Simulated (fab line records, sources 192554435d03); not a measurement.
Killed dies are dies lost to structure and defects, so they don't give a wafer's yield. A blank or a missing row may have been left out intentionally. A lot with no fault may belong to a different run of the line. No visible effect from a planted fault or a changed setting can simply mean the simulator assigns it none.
2 desks, one fault ; flow n5-finfet ; numbers are kept per desk, each desk with only its own; the story behind them comes last

THE TOOL OWNER'S DESK: rie-diel-02
The tool's own readings at N5_HKMG_FIN_ETCH_55 (etches SOC in N2/H2, target depth 240 nm, time 300 s): means of the sampled wafers that have a number, for each lot that ran on this tool. If a lot's mean is further than 4 standard deviations from the usual mean, the lot is out of limits and carries the mark OUT (the distance appears in the brackets).
Columns: A = drypump-motor-current-A at N5_HKMG_FIN_ETCH_55, usual 5.7 A; B = oes-product-au at N5_HKMG_FIN_ETCH_55, usual 0.79 a.u.; C = rf-vpp-V at N5_HKMG_FIN_ETCH_55, usual 524.0 V; D = run-length-s at N5_HKMG_FIN_ETCH_55, usual 323.4 s; E = showerhead-plenum-p-Torr at N5_HKMG_FIN_ETCH_55, usual 2.55 Torr; F = throttle-valve-pct at N5_HKMG_FIN_ETCH_55, usual 17.9 %
lot;first seen here;A;B;C;D;E;F
L374;day 6 17:43;5.7;0.73;525.0;323.1;2.57;18.2
L376;day 7 09:35;5.2;0.73;524.8;323.1;2.57;18.3
L379;day 7 23:32;5.5;0.74;525.2;305.5 (-46) OUT;2.60;18.1
L382;day 8 17:25;6.0;0.72;525.7;305.2 (-47) OUT;2.60;18.1
This desk's verdict: out of limits on L379, L382, starting with L379 at day 7 23:32 (run-length-s at N5_HKMG_FIN_ETCH_55). Within limits: L374, L376.

AT THE METROLOGY DESK
Means of the sampled wafers that have a number, per lot and without regard to the tool the lot ran on: this is what the gauges read. If a lot's mean is further than 4 standard deviations from the usual mean, the lot is out of limits and carries the mark OUT (the distance appears in the brackets). It has 11 readings; the 7 that lie furthest out on some lot are the ones shown.
Columns: A = NDIPOLE_OVL at N5_HKMG_FIN_OVL_MEAS_50, usual -0.3 nm; B = DIBL_P at N5_BEOL_M4_RC_MEAS_101, usual 36.4 mV/V; C = IOFF_P at N5_BEOL_M4_RC_MEAS_101, usual 0.21 nA/um; D = ION_P at N5_BEOL_M4_RC_MEAS_101, usual 465 uA/um; E = SS_N at N5_BEOL_M4_RC_MEAS_101, usual 71.5 mV/dec; F = SS_P at N5_BEOL_M4_RC_MEAS_101, usual 73.2 mV/dec; G = VT_P at N5_BEOL_M4_RC_MEAS_101, usual -250 mV
lot;first seen here;A;B;C;D;E;F;G
L363;day 3 22:00;0.2;35.5;0.18;457;71.4;73.5;-252
L371;day 5 23:46;-0.9;35.7;0.19;466;71.6;72.3;-253
L374;day 6 17:21;-1.1;38.8;0.22;459;71.6;74.3;-250
L376;day 7 09:26;-1.0;36.1;0.25;473;71.7;73.5;-246
L379;day 7 23:23;-0.9;36.3;0.19;468;70.7;73.3;-252
L382;day 8 17:16;0.3;35.8;0.23;469;71.6;73.5;-248
L383;day 8 22:40;0.0;36.8;0.20;462;71.6;73.3;-252
L385;day 9 12:11;-1.0;35.4;0.21;471;71.3;73.2;-250
L386;day 9 19:56;-0.7;36.4;0.23;468;71.7;73.1;-249
This desk's verdict: no lot among the 9 shows anything out of limits.

BROUGHT TOGETHER
The tool owner's desk could have raised an alarm at day 7 23:32, on L379, L382.
At the metrology desk, nothing out of limits was observed.
The metrology desk holds a record of L379, L382, inside its limits.
Of the lots named, all ran N5_HKMG_FIN_ETCH_55 on rie-diel-02.

WHAT THE SIMULATOR HAD PUT IN
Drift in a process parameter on rie-diel-02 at N5_HKMG_FIN_ETCH_55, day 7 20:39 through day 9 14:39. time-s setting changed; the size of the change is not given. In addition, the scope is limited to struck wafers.
Struck lots among those shown: L379, L382.
Each desk's first reading out of limits, in hours after the fault started: the tool owner's desk, 3.
